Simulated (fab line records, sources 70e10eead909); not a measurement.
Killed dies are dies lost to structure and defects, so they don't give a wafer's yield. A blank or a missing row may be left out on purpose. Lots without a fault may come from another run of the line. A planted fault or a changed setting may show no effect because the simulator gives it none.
fab line records | flow nand_harc
record lots=7 wafers=21 last_day=31
route steps=1302 shown P_BONDPAD@361 END@1302
lots that met no fault: from a run of the same line without faults
start_h: hours from the record's first day to the start of the lot's first wafer shown | wait_h: hours since the lot's step before | " the same as in the row above | L1.1+2: a row that stands for several wafers | - no value, or no start given | * or withheld: withheld | < > ~ a bound
route shown NAME@n: a module of which the file shows steps, and the number in the route of the first | usual: mean/standard deviation of fault-free wafers | same: alike in all rows | chamber/n: place in a boat | sites: the reading at each site | _std_site: their standard deviation | _edge_site: outer sites' mean less inner sites' | radius_mm: how far each site lies from the wafer's centre | mask NAME#n: copy n | behind: the tool/chamber that last shaped the wafer | hold: why the lot was held/for how many hours/how that ended | device: the transistor (n, p or np) that didn't switch | end of line: the same wafers' tests at the end of the route | a step without rows: its recipe alone | killed: dies lost to structure and defects at the first sort, not the wafer's yield | map: a wafer's dies, x killed, . not, _ none there
set.NAME: the setting as run; set.NAME@STEP: as run at that earlier step | model.NAME: the simulator's own value behind a step, which no gauge read
lots at some steps of the route; a table a step, a row a wafer
services: from which hour (start_h, from the record's first day; less than 0 if before it) a tool's chamber was out of use, for how many hours, and why
## steps
# step NHARC_P_BONDPAD_EXPOSE_06
# recipe na=0.55 dose_mj=37.06 mask_id=P_BPAD
# step NHARC_P_BONDPAD_PEB_07
# recipe peb_temp_c=128 peb_time_s=80
# step NHARC_P_BONDPAD_DEVELOP_08
# recipe time_s=50 dev_temp_c=22
# step NHARC_P_BONDPAD_CD_MEAS_09
# recipe target_cd_nm=500 landing_energy_ev=500
# usual cd_nm=501.1/2
# columns lot.wafer tool chamber start_h wait_h cd_nm
L612.1 cd_sem-03 0 180.14 - 502.2
L612.3 " 0 " " 503.4
L612.5 " 0 " " 502.0
L617.1 cd_sem-01 0 234.00 - 500.5
L617.3 " 0 " " 499.9
L617.5 " 0 " " 499.9
L621.1 cd_sem-02 0 276.84 - 502.5
L621.3 " 0 " " 504.9
L621.4 " 0 " " 506.2
L622.3 cd_sem-02 0 279.00 - 498.2
L622.5 " 0 " " 499.4
L622.6 " 0 " " 497.3
L623.1 cd_sem-03 0 292.85 - 499.0
L623.2 " 0 " " 498.7
L623.4 " 0 " " 502.7
L624.3 cd_sem-02 0 305.41 - 501.2
L624.5 " 0 " " 501.7
L624.6 " 0 " " 502.9
L625.4 cd_sem-01 0 320.78 - 499.1
L625.5 " 0 " " 500.3
L625.6 " 0 " " 501.8
# step NHARC_P_BONDPAD_OVL_MEAS_38
# usual overlay_x_nm=1/4.5 overlay_y_nm=-2/6.3
# columns lot.wafer tool chamber start_h wait_h overlay_x_nm overlay_y_nm
L612.1 overlay-01 - 180.23 - 4 -10
L612.3 " - " " 4 -9
L612.5 " - " " 4 -9
L617.1 overlay-01 - 234.09 - -1 -3
L617.3 " - " " -1 -3
L617.5 " - " " -1 -3
L621.1 overlay-02 - 276.92 - -3 -3
L621.3 " - " " -3 -3
L621.4 " - " " -3 -3
L622.3 overlay-02 - 279.09 - 4 3
L622.5 " - " " 4 3
L622.6 " - " " 4 3
L623.1 overlay-02 - 292.94 - 6 8
L623.2 " - " " 6 8
L623.4 " - " " 6 8
L624.3 overlay-02 - 305.50 - 6 7
L624.5 " - " " 5 7
L624.6 " - " " 5 7
L625.4 overlay-02 - 320.86 - -3 -6
L625.5 " - " " -3 -6
L625.6 " - " " -3 -7
# step NHARC_P_BONDPAD_HARDBAKE_10
# recipe temp_c=118 time_s=65
# step NHARC_P_BONDPAD_DESCUM_11
# recipe time_s=3 o2_flow_sccm=200 ar_flow_sccm=0 bias_power_w=0 chemistry=O2
# usual drypump_motor_current_A=5.8/0.45 oes_product_au=1.000/0.0095 rf_vpp_V=57.5/0.92 showerhead_plenum_p_Torr=1.87/0.065 throttle_valve_pct=11.311/0.01
# same bias_power_w=0
# columns lot.wafer tool chamber start_h wait_h drypump_motor_current_A oes_product_au rf_hours_counter_h rf_vpp_V showerhead_plenum_p_Torr throttle_valve_pct
L612.1 rie_diel-09 3 180.36 - 5.4 1.007 0.9 57.7 1.90 11.322
L612.3 " 1 " " 6.1 1.002 1.3 57.2 1.94 11.311
L612.5 " 2 " " 6.4 1.012 - 59.9 1.93 11.338
L617.1 rie_diel-11 3 234.22 - 5.8 0.998 6.6 57.2 1.81 11.321
L617.3 " 1 " " 4.8 1.002 7.1 58.2 2.03 11.326
L617.5 " 2 " " 5.4 0.990 - 56.4 1.84 11.301
L621.4 rie_diel-02 1 277.06 - 5.7 1.001 2.0 57.9 1.82 11.298
L621.3 " 2 " " 6.4 1.018 1.9 56.7 1.79 11.336
L621.1 " 3 " " 5.3 0.987 2.1 57.5 1.89 11.322
L622.3 rie_diel-09 0 279.21 - 6.5 0.999 5.6 58.1 1.86 11.321
L622.5 " 0 " " 6.5 0.992 - 57.1 1.86 11.297
L622.6 " 1 " " 6.1 0.994 - 57.3 1.94 11.325
L623.1 rie_diel-02 1 293.07 - 5.7 1.006 2.5 57.3 1.82 11.325
L623.2 " 2 " " 6.3 1.013 2.5 56.5 1.79 11.309
L623.4 " 0 " " 5.6 0.988 2.7 55.0 1.82 11.311
L624.3 rie_diel-02 2 305.65 - 6.3 1.002 2.9 58.8 1.79 11.314
L624.6 " 3 " " 5.3 0.984 - 57.0 1.89 11.302
L624.5 " 0 " " 5.6 1.001 - 56.8 1.82 11.321
L625.4 rie_diel-02 2 320.98 - 6.3 1.006 3.5 57.2 1.79 11.305
L625.6 " 2 " " 6.3 1.016 - 56.0 1.79 11.316
L625.5 " 3 " " 5.3 0.985 - 56.8 1.89 11.317
# step NHARC_P_BONDPAD_ETCH_37
# recipe target_depth_a=600 overetch_a=180 time_s=65.91 ion_energy_ev=200 n2_flow_sccm=150 h2_flow_sccm=150 ar_flow_sccm=0 rf_w=400 bias_w=150 chemistry=N2/H2
# usual drypump_motor_current_A=5.8/0.44 oes_product_au=0.998/0.011 rf_vpp_V=429.3/2.1 showerhead_plenum_p_Torr=1.99/0.072 throttle_valve_pct=14.171/0.0099
# columns lot.wafer tool chamber start_h wait_h drypump_motor_current_A oes_product_au rf_hours_counter_h rf_vpp_V showerhead_plenum_p_Torr throttle_valve_pct
L612.1 rie_diel-09 1 180.46 0.1 6.1 0.997 1.3 431.5 2.07 14.173
L612.3 " 2 " " 6.4 1.008 0.9 431.5 2.06 14.179
L612.5 " 2 " " 6.4 0.995 - 431.3 2.06 14.175
L617.3 rie_diel-11 1 234.30 0.1 4.8 1.001 7.1 434.8 2.17 14.176
L617.1 " 0 " " 5.7 0.984 7.9 434.8 2.17 14.170
L617.5 " 1 " " 4.8 1.001 - 433.6 2.17 14.152
L621.3 rie_diel-02 2 277.14 0.1 6.3 1.022 2.0 428.6 1.90 14.163
L621.1 " 3 " " 5.3 0.992 2.2 431.1 2.01 14.171
L621.4 " 0 " " 5.6 1.005 2.2 428.4 1.94 14.159
L622.3 rie_diel-09 0 279.30 0.1 6.5 1.007 5.6 428.5 1.98 14.173
L622.5 " 3 " " 5.4 1.016 - 431.1 2.02 14.152
L622.6 " 0 " " 6.6 1.018 - 428.0 1.98 14.169
L623.4 rie_diel-02 3 293.15 0.1 5.3 0.988 2.7 429.1 2.01 14.166
L623.1 " 0 " " 5.7 0.990 2.7 426.8 1.94 14.167
L623.2 " 1 " " 5.7 1.007 2.5 427.2 1.94 14.159
L624.3 rie_diel-02 0 305.71 0.1 5.7 0.991 3.0 426.1 1.94 14.160
L624.6 " 3 " " 5.3 0.995 - 428.6 2.01 14.166
L624.5 " 0 " " 5.7 0.998 - 428.4 1.94 14.165
L625.4 rie_diel-02 3 321.09 0.1 5.3 0.979 3.8 429.7 2.01 14.187
L625.6 " 0 " " 5.6 0.988 - 426.6 1.94 14.185
L625.5 " 1 " " 5.7 1.001 - 427.0 1.94 14.157
# step NHARC_P_BONDPAD_ETCH_12
# recipe target_depth_a=2000 time_s=100 chf3_flow_sccm=50 o2_flow_sccm=10 ar_flow_sccm=200 rf_w=500 bias_w=200 chemistry=CHF3/O2
# usual drypump_motor_current_A=5.8/0.45 oes_product_au=0.939/0.021 rf_vpp_V=369.6/1.9 showerhead_plenum_p_Torr=2.35/0.082 throttle_valve_pct=20.573/0.0089
# columns lot.wafer tool chamber start_h wait_h drypump_motor_current_A oes_product_au rf_hours_counter_h rf_vpp_V showerhead_plenum_p_Torr throttle_valve_pct
L612.3 rie_diel-09 2 - - 6.4 0.933 1.0 371.8 2.42 20.571
L612.1 " 3 " " 5.4 0.932 1.0 369.4 2.39 20.599
L612.5 " 1 " " 6.1 0.925 - 372.0 2.43 20.585
L617.1 rie_diel-11 1 - - 4.8 0.923 7.1 374.6 2.54 20.570
L617.3 " 3 " " 5.7 0.922 6.6 367.9 2.27 20.592
L617.5 " 1 " " 4.8 0.932 - 374.1 2.54 20.576
L621.4 rie_diel-02 0 - - 5.6 0.928 2.2 369.7 2.30 20.560
L621.3 " 1 " " 5.7 0.922 2.0 367.3 2.29 20.570
L621.1 " 3 " " 5.3 0.914 2.2 371.3 2.37 20.577
L622.3 rie_diel-09 1 - - 6.1 0.926 6.8 370.8 2.43 20.579
L622.5 " 2 " " 6.4 0.917 - 370.8 2.42 20.580
L622.6 " 3 " " 5.5 0.927 - 370.7 2.38 20.574
L623.2 rie_diel-02 3 - - 5.3 0.961 2.8 370.8 2.37 20.564
L623.4 " 0 " " 5.6 0.963 2.8 369.5 2.30 20.578
L623.1 " 1 " " 5.7 0.964 2.5 368.5 2.29 20.585
L624.3 rie_diel-02 2 - - 6.4 0.944 2.9 367.5 2.25 20.569
L624.5 " 2 " " 6.3 0.931 - 367.8 2.25 20.565
L624.6 " 3 " " 5.3 0.910 - 369.8 2.37 20.584
L625.4 rie_diel-02 0 - - 5.7 0.974 3.9 366.9 2.30 20.574
L625.6 " 1 " " 5.7 0.960 - 367.9 2.29 20.572
L625.5 " 2 " " 6.3 0.969 - 366.8 2.25 20.579
# step NHARC_P_BONDPAD_CD_MEAS_13
# usual cd_nm=500.7/2.1
# columns lot.wafer tool chamber start_h wait_h cd_nm
L612.1 cd_sem-02 - 180.71 - 503.5
L612.3 " - " " 503.6
L612.5 " - " " 501.4
L617.1 cd_sem-01 - 234.53 - 500.1
L617.3 " - " " 498.3
L617.5 " - " " 498.8
L621.1 cd_sem-03 - 277.36 - 503.1
L621.3 " - " " 503.8
L621.4 " - " " 506.6
L622.3 cd_sem-01 - 279.53 - 498.3
L622.5 " - " " 497.5
L622.6 " - " " 497.5
L623.1 cd_sem-01 - 293.38 - 498.9
L623.2 " - " " 498.1
L623.4 " - " " 502.0
L624.3 cd_sem-01 - 305.94 - 500.6
L624.5 " - " " 501.2
L624.6 " - " " 502.5
L625.4 cd_sem-02 - 321.31 - 498.1
L625.5 " - " " 501.0
L625.6 " - " " 501.2
# step NHARC_P_BONDPAD_STRIP_15
# recipe o2_flow_sccm=500 ar_flow_sccm=0 bias_w=0 chemistry=O2
# step NHARC_P_BONDPAD_ETCH_24
# recipe target_depth_a=300 over_etch_frac=0.3 time_s=72.99 ion_energy_ev=150 cf4_flow_sccm=50 n2_flow_sccm=100 ar_flow_sccm=150 rf_w=300 bias_w=100 chemistry=CF4/N2
# usual drypump_motor_current_A=5.8/0.5 oes_product_au=0.999/0.0098 rf_vpp_V=313.9/2 showerhead_plenum_p_Torr=2.61/0.11 throttle_valve_pct=19.794/0.0093
# columns lot.wafer tool chamber start_h wait_h drypump_motor_current_A oes_product_au rf_hours_counter_h rf_vpp_V showerhead_plenum_p_Torr throttle_valve_pct
L612.1 rie_diel-09 2 180.97 0.2 6.4 0.997 1.1 314.7 2.65 19.780
L612.3 " 3 " " 5.5 1.005 1.0 315.2 2.61 19.790
L612.5 " 3 " " 5.4 1.017 - 314.6 2.61 19.801
L617.3 rie_diel-09 1 - - 6.1 0.999 4.0 314.9 2.66 19.799
L617.1 " 3 " " 5.4 1.005 4.0 315.1 2.61 19.807
L617.5 " 1 " " 6.1 1.005 - 313.1 2.66 19.781
L621.3 rie_diel-11 2 - - 5.4 0.990 0.3 313.2 2.53 19.792
L621.1 " 0 " " 5.7 0.990 0.4 317.5 2.78 19.797
L621.4 " 1 " " 4.8 1.006 0.3 316.1 2.78 19.800
L622.3 rie_diel-11 2 - - 5.5 0.995 0.3 312.0 2.53 19.802
L622.5 " 1 " " 4.8 1.004 - 316.1 2.78 19.796
L622.6 " 2 " " 5.4 0.993 - 313.9 2.53 19.781
L623.1 rie_diel-11 3 - - 5.7 0.998 0.7 310.7 2.48 19.785
L623.4 " 1 " " 4.8 0.997 0.7 317.3 2.78 19.784
L623.2 " 2 " " 5.4 0.994 0.7 314.0 2.53 19.783
L624.3 rie_diel-02 2 - - 6.3 0.997 3.0 310.9 2.46 19.798
L624.6 " 1 " " 5.7 0.995 - 313.0 2.51 19.800
L624.5 " 2 " " 6.3 1.004 - 312.4 2.46 19.790
L625.4 rie_diel-02 0 - - 5.6 1.003 4.0 312.5 2.51 19.798
L625.6 " 2 " " 6.3 1.017 - 311.7 2.46 19.792
L625.5 " 3 " " 5.3 0.975 - 311.9 2.60 19.799
# step NHARC_P_BONDPAD_STRIP_16
# recipe time_s=600 temp_c=30 chemistry=post_etch_residue_remover
# usual bath_heat_duty_pct=13.4/1.7 run_length_s=603.4/0.95
# columns lot.wafer tool chamber start_h wait_h bath_heat_duty_pct run_length_s
L612.1 wet_bench-10 7 181.12 - 12.2 603.8
L612.5 " 0 " " 11.6 602.4
L612.3 " 2 " " 14.1 603.0
L617.5 wet_bench-08 4 234.88 - 10.7 602.9
L617.3 " 6 " " 12.3 602.5
L617.1 " 7 " " 11.9 603.9
L621.4 wet_bench-08 2 277.74 - - -
L621.3 " 3 " " - -
L621.1 " 4 " " - -
L622.5 wet_bench-08 3 279.88 - - -
L622.6 " 6 " " - -
L622.3 " 0 " " - -
L623.4 wet_bench-08 1 293.76 - - -
L623.1 " 2 " " - -
L623.2 " 3 " " - -
L624.5 wet_bench-10 4 306.29 - 14.7 602.9
L624.6 " 5 " " 12.2 603.1
L624.3 " 0 " " 11.7 602.7
L625.5 wet_bench-10 7 321.66 - 12.5 605.4
L625.6 " 2 " " 14.8 602.6
L625.4 " 4 " " 13.0 602.4
# step NHARC_P_BONDPAD_DEGAS_25
# recipe temp_c=300 time_s=60
# usual heater_power_w=476/43
# columns lot.wafer tool chamber start_h wait_h heater_power_w
L612.1 pvd_sputter-03 - 181.39 - 541
L612.3 " - " " 421
L612.5 " - " " 536
L617.1 pvd_sputter-03 - 235.16 - 537
L617.3 " - " " 419
L617.5 " - " " 554
L621.4 pvd_sputter-02 - 277.99 0.2 454
L621.3 " - " " 440
L621.1 " - " " 488
L622.3 pvd_sputter-01 - 280.16 0.2 449
L622.6 " - " " 469
L622.5 " - " " 465
L623.4 pvd_sputter-03 - 294.01 0.2 561
L623.1 " - " " 417
L623.2 " - " " 469
L624.3 pvd_sputter-01 - 306.57 - 410
L624.6 " - " " 467
L624.5 " - " " 418
L625.4 pvd_sputter-03 - 321.95 - 550
L625.5 " - " " 426
L625.6 " - " " 455
# step NHARC_END_SORT_01
# recipe temp_c=25
# usual defect_limited_yield=91.0/2.6 killed_at_array=57/17 killed_at_other=0.5/0.82 killed_at_periphery=4.0/2.8 killed_dies=61/18 killed_open=2.9/2 killed_short=2.3/1.7
# same gross_dies=677
# columns lot.wafer tool chamber start_h wait_h defect_limited_yield[%] killed_at_array killed_at_other killed_at_periphery killed_dies killed_open killed_short
L612.1 prober-01 0 606.80 2.5 90.3 61 1 4 66 1 3
L612.3 prober-01 0 608.40 3.1 93.2 41 1 4 46 1 5
L612.5 prober-01 0 610.00 3.7 92.3 48 0 4 52 0 0
L617.1 prober-01 0 701.31 2.5 86.0 93 0 2 95 1 2
L617.3 prober-01 0 702.90 3.1 89.2 72 0 1 73 2 8
L617.5 prober-01 0 704.49 3.7 88.0 81 0 0 81 1 2
L623.1 prober-01 0 718.02 2.5 89.5 67 0 4 71 4 4
L623.2 prober-01 0 718.82 2.8 92.2 44 0 9 53 2 0
L623.4 prober-01 0 720.42 3.4 89.1 67 1 6 74 2 3
L625.4 prober-01 0 746.31 3.4 91.0 60 0 1 61 3 0
L625.5 prober-01 0 747.12 3.7 92.6 47 2 1 50 5 1
L625.6 prober-01 0 747.92 4.0 91.0 59 0 2 61 3 5
# killed by level:class
L612.1 A_SLIT:chamber_film_flake=24 A_CONTACT:chamber_film_flake=15 A_CHANNEL_HOLE_D2:chamber_film_flake=10 A_CHANNEL_HOLE_D1:chamber_film_flake=3 A_WL_FILL:chamber_film_flake=3 P_ZERO_WELL:chamber_film_flake=2 P_M0:geometric_particle:open=1 A_ONON_D2:geometric_particle:short=1
L612.3 A_SLIT:chamber_film_flake=22 A_CHANNEL_HOLE_D2:chamber_film_flake=6 A_STAIRCASE:chamber_film_flake=3 P_M2:chamber_film_flake=2 A_CONTACT:chamber_film_flake=2 P_CONTACT:geometric_particle:short=1 A_ONON_D1:geometric_particle:short=1 A_CHANNEL_FILL_D1:geometric_particle:short=1
L612.5 A_SLIT:chamber_film_flake=27 A_CONTACT:chamber_film_flake=10 A_CHANNEL_HOLE_D2:chamber_film_flake=5 P_M2:chamber_film_flake=3 A_CHANNEL_FILL_D2:chamber_film_flake=2 A_WL_FILL:chamber_film_flake=2 P_ZERO_WELL:chamber_film_flake=1 A_CHANNEL_HOLE_D1:chamber_film_flake=1
L617.1 A_SLIT:chamber_film_flake=39 A_CHANNEL_HOLE_D1:chamber_film_flake=36 A_CONTACT:chamber_film_flake=7 A_STAIRCASE:chamber_film_flake=5 P_GATE:chamber_film_flake=2 A_DECK1_JOINT:chamber_film_flake=2 A_CHANNEL_FILL_D1:geometric_particle:short=1 A_CHANNEL_FILL_D2:geometric_particle:open=1
L617.3 A_SLIT:chamber_film_flake=29 A_CHANNEL_HOLE_D1:chamber_film_flake=16 A_CONTACT:chamber_film_flake=8 A_STAIRCASE:chamber_film_flake=6 A_DECK1_JOINT:geometric_particle:short=3 A_CHANNEL_FILL_D2:geometric_particle:short=2 A_CHANNEL_FILL_D1:chamber_film_flake=2 P_M0:geometric_particle:short=1
L617.5 A_SLIT:chamber_film_flake=35 A_CHANNEL_HOLE_D1:chamber_film_flake=30 A_CONTACT:chamber_film_flake=8 A_STAIRCASE:chamber_film_flake=5 A_ONON_D1:geometric_particle:short=1 A_CHANNEL_FILL_D1:geometric_particle:short=1 A_M1:geometric_particle:open=1
L623.1 A_CHANNEL_HOLE_D1:chamber_film_flake=25 A_CHANNEL_HOLE_D2:chamber_film_flake=25 A_CONTACT:chamber_film_flake=4 A_STAIRCASE:chamber_film_flake=3 A_SLIT:chamber_film_flake=3 A_M0:chamber_film_flake=2 P_GATE:geometric_particle:open=1 P_CONTACT:geometric_particle:open=1
L623.2 A_CHANNEL_HOLE_D2:chamber_film_flake=18 A_CHANNEL_HOLE_D1:chamber_film_flake=14 P_M1:chamber_film_flake=6 A_SLIT:chamber_film_flake=6 A_CONTACT:chamber_film_flake=2 A_ONON_D1:geometric_particle:open=1 A_M0:geometric_particle:open=1 P_STI:chamber_film_flake=1
L623.4 A_CHANNEL_HOLE_D1:chamber_film_flake=42 A_CHANNEL_HOLE_D2:chamber_film_flake=16 P_M1:chamber_film_flake=4 A_CONTACT:chamber_film_flake=3 A_STAIRCASE:chamber_film_flake=2 P_GATE:geometric_particle:open=1 P_M0:geometric_particle:open=1 A_ONON_D1:geometric_particle:short=1
L625.4 A_CHANNEL_HOLE_D2:chamber_film_flake=34 A_CHANNEL_HOLE_D1:chamber_film_flake=11 A_SLIT:chamber_film_flake=4 A_M0:chamber_film_flake=3 A_STAIRCASE:chamber_film_flake=2 A_CONTACT:chamber_film_flake=2 A_CHANNEL_FILL_D1:geometric_particle:open=1 A_DECK1_JOINT:geometric_particle:open=1
L625.5 A_CHANNEL_HOLE_D2:chamber_film_flake=19 A_CHANNEL_HOLE_D1:chamber_film_flake=7 A_CONTACT:chamber_film_flake=5 A_M0:chamber_film_flake=5 A_SLIT:chamber_film_flake=3 A_WL_FILL:geometric_particle:open=2 A_STAIRCASE:chamber_film_flake=2 A_CHANNEL_HOLE_D2:geometric_particle:short=1
L625.6 A_CHANNEL_HOLE_D2:chamber_film_flake=25 A_CONTACT:chamber_film_flake=8 A_CHANNEL_HOLE_D1:chamber_film_flake=4 A_WL_FILL:chamber_film_flake=4 A_SLIT:chamber_film_flake=4 A_M0:chamber_film_flake=4 A_SOURCE_PLATE:geometric_particle:short=2 A_ONON_D2:geometric_particle:short=2
## services
# columns tool chamber start_h hours kind
pvd_sputter-03 - 170.06 10.0 pm
rie_diel-02 0 171.20 - clean
rie_diel-02 1 171.20 - clean
rie_diel-02 2 171.20 - clean
rie_diel-02 3 171.20 - clean
rie_diel-02 0 171.23 6.1 repair
rie_diel-09 0 176.02 18.0 repair
rie_diel-02 0 195.70 - clean
rie_diel-02 1 195.70 - clean
rie_diel-02 2 195.70 - clean
rie_diel-11 - 198.90 0.4 repair
pvd_sputter-03 - 199.81 7.9 repair
rie_diel-11 3 204.85 2.6 repair
rie_diel-02 - 216.70 9.0 pm
pvd_sputter-01 - 226.00 10.0 pm
rie_diel-11 - 255.50 9.0 pm
pvd_sputter-02 - 282.00 10.0 pm
pvd_sputter-03 - 285.83 1.8 repair
pvd_sputter-01 - 286.64 3.5 repair
wet_bench-08 - 294.40 8.0 pm
rie_diel-09 3 302.88 4.0 repair
rie_diel-11 - 308.19 0.2 repair
wet_bench-10 - 311.20 8.0 pm
rie_diel-09 - 320.10 9.0 pm
## key
first_sign step=NHARC_P_BONDPAD_STRIP_16 reading=tool_record direction=missing
effect none on later readings
met_at NHARC_P_BONDPAD_STRIP_16
struck_wafers L621.1,L621.3,L621.4,L622.3,L622.5,L622.6,L623.1,L623.2,L623.4
onset_between 234.88 277.74
fault kind=skipped_step_whole tool=wet_bench-08 chamber=- onset_h=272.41 steps=NHARC_P_BONDPAD_STRIP_16 scope=struck_lots_only
